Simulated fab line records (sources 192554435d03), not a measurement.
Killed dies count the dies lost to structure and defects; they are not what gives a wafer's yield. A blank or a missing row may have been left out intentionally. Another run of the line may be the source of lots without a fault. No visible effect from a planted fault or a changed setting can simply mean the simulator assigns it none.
Which tool is to blame? | flow n5 finfet | 30 wafers from 10 lots sampled at 5 of the route's 1938 steps

## WHAT THE GAUGES SHOWED, per wafer
N5_BEOL_M4_RC_MEAS_101. Usual: DIBL_N 35.3 mV/V, standard deviation 1.5; DIBL_P 35.3 mV/V, standard deviation 1.9; IOFF_N 0.145 nA/um, standard deviation 0.027; IOFF_P 0.20 nA/um, standard deviation 0.033; ION_N 670 uA/um, standard deviation 12; ION_P 462 uA/um, standard deviation 6.8; SS_N 71.3 mV/dec, standard deviation 0.6; SS_P 73.1 mV/dec, standard deviation 0.7; VT_N 251 mV, standard deviation 3.4; VT_P -251 mV, standard deviation 3.2.
lot  | measured     | on        | DIBL_N (mV/V)  | DIBL_P (mV/V)  | IOFF_N (nA/um)    | IOFF_P (nA/um) | ION_N (uA/um) | ION_P (uA/um) | SS_N (mV/dec)  | SS_P (mV/dec)  | VT_N (mV)   | VT_P (mV)      | flag
L721 | day 8 14:43  | prober-02 | 35.3 33.1 35.4 | 35.0 32.6 35.4 | 0.147 0.115 0.157 | 0.18 0.16 0.20 | 670 664 679   | 456 458 466   | 71.7 70.6 70.9 | 72.2 72.7 72.6 | 248 254 248 | -254 -252 -247 |
L723 | day 9 00:02  | prober-02 | 33.6 36.0 35.5 | 35.7 38.2 37.7 | 0.140 0.180 0.182 | 0.19 0.24 0.22 | 675 683 686   | 461 466 462   | 70.7 71.5 71.5 | 74.2 73.6 74.4 | 247 245 246 | -252 -249 -248 |
L725 | day 9 14:56  | prober-02 | 34.1 35.1 35.1 | 32.8 32.7 32.5 | 0.123 0.135 0.121 | 0.19 0.19 0.18 | 667 666 654   | 463 460 452   | 70.3 70.8 70.6 | 72.7 72.9 72.9 | 251 249 253 | -251 -251 -252 |
L724 | day 10 14:03 | prober-01 | 35.8 35.6 35.3 | 34.8 35.3 34.3 | 0.142 0.137 0.125 | 0.18 0.19 0.17 | 673 672 665   | 457 461 460   | 71.2 70.9 70.9 | 73.5 73.3 73.4 | 251 252 255 | -254 -252 -255 |
L736 | day 12 12:25 | prober-02 | 35.0 36.7 34.3 | 34.5 36.2 33.6 | 0.126 0.153 0.119 | 0.17 0.20 0.17 | 671 669 670   | 461 456 464   | 71.3 71.5 71.0 | 73.3 73.5 72.6 | 254 251 254 | -251 -252 -255 |
L738 | day 13 03:14 | prober-01 | 35.8 34.0 37.7 | 35.4 33.6 37.9 | 0.139 0.103 0.166 | 0.19 0.17 0.23 | 667 641 659   | 461 449 453   | 71.4 71.2 71.9 | 72.9 73.1 73.5 | 256 257 251 | -252 -254 -252 |
L739 | day 13 08:16 | prober-02 | 35.1 38.0 33.5 | 35.6 38.5 33.5 | 0.145 0.202 0.112 | 0.20 0.26 0.16 | 682 690 657   | 466 471 452   | 72.3 73.0 71.0 | 73.7 74.0 73.2 | 252 246 257 | -250 -247 -255 |
L741 | day 13 11:02 | prober-02 | 34.1 35.5 36.5 | 35.2 35.3 36.2 | 0.141 0.164 0.184 | 0.20 0.21 0.23 | 666 661 665   | 460 453 454   | 71.0 71.4 72.2 | 74.2 73.9 73.5 | 252 250 249 | -250 -251 -249 |
L742 | day 13 16:16 | prober-01 | 36.1 36.3 35.4 | 34.9 35.3 35.1 | 0.148 0.159 0.150 | 0.18 0.19 0.19 | 668 676 662   | 454 462 461   | 71.4 71.4 71.5 | 73.0 73.0 73.4 | 251 248 247 | -255 -253 -252 |
L743 | day 13 19:15 | prober-02 | 36.9 35.1 37.1 | 37.1 34.1 36.7 | 0.151 0.120 0.148 | 0.21 0.18 0.22 | 667 663 658   | 460 465 456   | 71.1 71.8 71.5 | 73.5 72.4 73.8 | 248 254 250 | -249 -250 -248 |

## EACH LOT AND THE TOOL THAT RAN IT (in order: tool; ch and the chambers of the sampled wafers; start)
lot  | N5_BEOL_M1_SPUTTER_90        | N5_BEOL_M1_SPUTTER_92        | N5_BEOL_M1_SPUTTER_96        | N5_BEOL_M1_CO_CAP_55
L721 | pvd sputter-01, day 6 18:54  | pvd sputter-01, day 6 19:07  | pvd sputter-01, day 6 19:34  | cvd co-01 ch 0,1,2, day 6 20:25
L723 | pvd sputter-01, day 7 09:12  | pvd sputter-01, day 7 09:25  | pvd sputter-01, day 7 09:52  | cvd co-01 ch 1,2, day 7 10:43
L725 | pvd sputter-02, day 7 10:02  | pvd sputter-02, day 7 10:15  | pvd sputter-02, day 7 10:41  | cvd co-01 ch 0,1,2, day 7 11:34
L724 | pvd sputter-03, day 7 19:39  | pvd sputter-03, day 7 19:52  | pvd sputter-03, day 7 20:19  | cvd co-02 ch 1,2, day 7 21:10
L736 | pvd sputter-03, day 10 03:20 | pvd sputter-03, day 10 03:34 | pvd sputter-03, day 10 04:00 | cvd co-02 ch 0,1, day 10 04:56
L738 | pvd sputter-02, day 11 02:02 | pvd sputter-02, day 11 02:15 | pvd sputter-02, day 11 02:41 | cvd co-01 ch 1,2, day 11 03:34
L739 | pvd sputter-03, day 11 07:14 | pvd sputter-03, day 11 07:27 | pvd sputter-03, day 11 07:53 | cvd co-02 ch 0,2, day 11 09:02
L741 | pvd sputter-01, day 11 20:56 | pvd sputter-01, day 11 21:10 | pvd sputter-01, day 11 21:36 | cvd co-02 ch 1,2, day 11 22:28
L742 | pvd sputter-03, day 12 01:10 | pvd sputter-03, day 12 01:23 | pvd sputter-03, day 12 01:50 | cvd co-01 ch 0,1,2, day 12 03:22
L743 | pvd sputter-01, day 12 03:53 | pvd sputter-01, day 12 04:06 | pvd sputter-01, day 12 04:32 | cvd co-01 ch 0,1,2, day 12 06:05
- N5_BEOL_M1_SPUTTER_90: material Cu, target thk 4.5 nm, time 8.29 s.
- N5_BEOL_M1_SPUTTER_92: material Cu, target thk 4.5 nm, time 8.29 s.
- N5_BEOL_M1_SPUTTER_96: material Cu, target thk 4.5 nm, time 8.29 s.
- N5_BEOL_M1_CO_CAP_55: material Co, precursor CCTBA/H2, target thk 2 nm, time 102.1 s.

## AS READ BY THE TOOLS THEMSELVES (means over the sampled wafers that have a number; for cases with no such wafer, the mark the record gives instead)
N5_BEOL_M1_SPUTTER_90. Usual: throttle valve pct reads 29.9 % (standard deviation 0.98).
lot  | tool           | throttle valve pct (%) | flag
L721 | pvd sputter-01 | 29.2                   |
L723 | pvd sputter-01 | 30.2                   |
L725 | pvd sputter-02 | 29.5                   |
L724 | pvd sputter-03 | 30.7                   |
L736 | pvd sputter-03 | 30.0                   |
L738 | pvd sputter-02 | 29.3                   |
L739 | pvd sputter-03 | 31.0                   |
L741 | pvd sputter-01 | 30.2                   |
L742 | pvd sputter-03 | 30.0                   |
L743 | pvd sputter-01 | 29.3                   |

N5_BEOL_M1_SPUTTER_92. Usual: throttle valve pct reads 29.9 % (standard deviation 1).
lot  | tool           | throttle valve pct (%) | flag
L721 | pvd sputter-01 | 29.6                   |
L723 | pvd sputter-01 | 30.3                   |
L725 | pvd sputter-02 | 29.4                   |
L724 | pvd sputter-03 | 30.5                   |
L736 | pvd sputter-03 | 29.9                   |
L738 | pvd sputter-02 | 29.0                   |
L739 | pvd sputter-03 | 31.1                   |
L741 | pvd sputter-01 | 30.3                   |
L742 | pvd sputter-03 | 30.0                   |
L743 | pvd sputter-01 | 29.3                   |

N5_BEOL_M1_SPUTTER_96. Usual: throttle valve pct reads 29.8 % (standard deviation 1).
lot  | tool           | throttle valve pct (%) | flag
L721 | pvd sputter-01 | 29.5                   |
L723 | pvd sputter-01 | 30.2                   |
L725 | pvd sputter-02 | 29.6                   |
L724 | pvd sputter-03 | 30.6                   |
L736 | pvd sputter-03 | 30.0                   |
L738 | pvd sputter-02 | 29.0                   |
L739 | pvd sputter-03 | 31.0                   |
L741 | pvd sputter-01 | 30.3                   |
L742 | pvd sputter-03 | 29.8                   |
L743 | pvd sputter-01 | 29.3                   |

N5_BEOL_M1_CO_CAP_55. Usual: chamber pressure Torr 30.00 Torr, standard deviation 0.068; heater power outer w 116 W, standard deviation 15; heater power w 218 W, standard deviation 24.
lot  | tool      | chamber pressure Torr (Torr) | heater power outer w (W) | heater power w (W) | flag
L721 | cvd co-01 | 30.01                        | 117                      | 222                |
L723 | cvd co-01 | 30.01                        | 126                      | 230                |
L725 | cvd co-01 | -                            | -                        | -                  | OFF
L724 | cvd co-02 | -                            | -                        | -                  | OFF
L736 | cvd co-02 | 30.01                        | 123                      | 230                |
L738 | cvd co-01 | 30.05                        | 124                      | 230                |
L739 | cvd co-02 | 30.02                        | 127                      | 238                |
L741 | cvd co-02 | 29.99                        | 101                      | 205                |
L742 | cvd co-01 | 30.10                        | 118                      | 218                |
L743 | cvd co-01 | 30.05                        | 118                      | 221                |

## THE ANSWER, worked out from the rows above alone
Rule: a lot counts as off when the mean over its wafers that have a number is more than 3 standard deviations away from the usual mean. Also off: a lot with no number at a reading for which 4 or more lots have one. Any other lot the step has rows for is counted as sound. Order of review: gauges by route order, followed by the tools' own readings, for which a lot's mean as printed above is used. The first step at which some lot is off is used, and at that step the reading that is off furthest; a lot without a number counts as furthest.
Off: L725, L724 (N5_BEOL_M1_CO_CAP_55, chamber pressure Torr). Without a number there: L725, L724.
A tool fits if, at that step or a process step before it, it ran every lot that is off, and no sound lot after the first of them. No candidate that was tried fits.

## WHAT HAD BEEN PUT IN BY THE SIMULATOR
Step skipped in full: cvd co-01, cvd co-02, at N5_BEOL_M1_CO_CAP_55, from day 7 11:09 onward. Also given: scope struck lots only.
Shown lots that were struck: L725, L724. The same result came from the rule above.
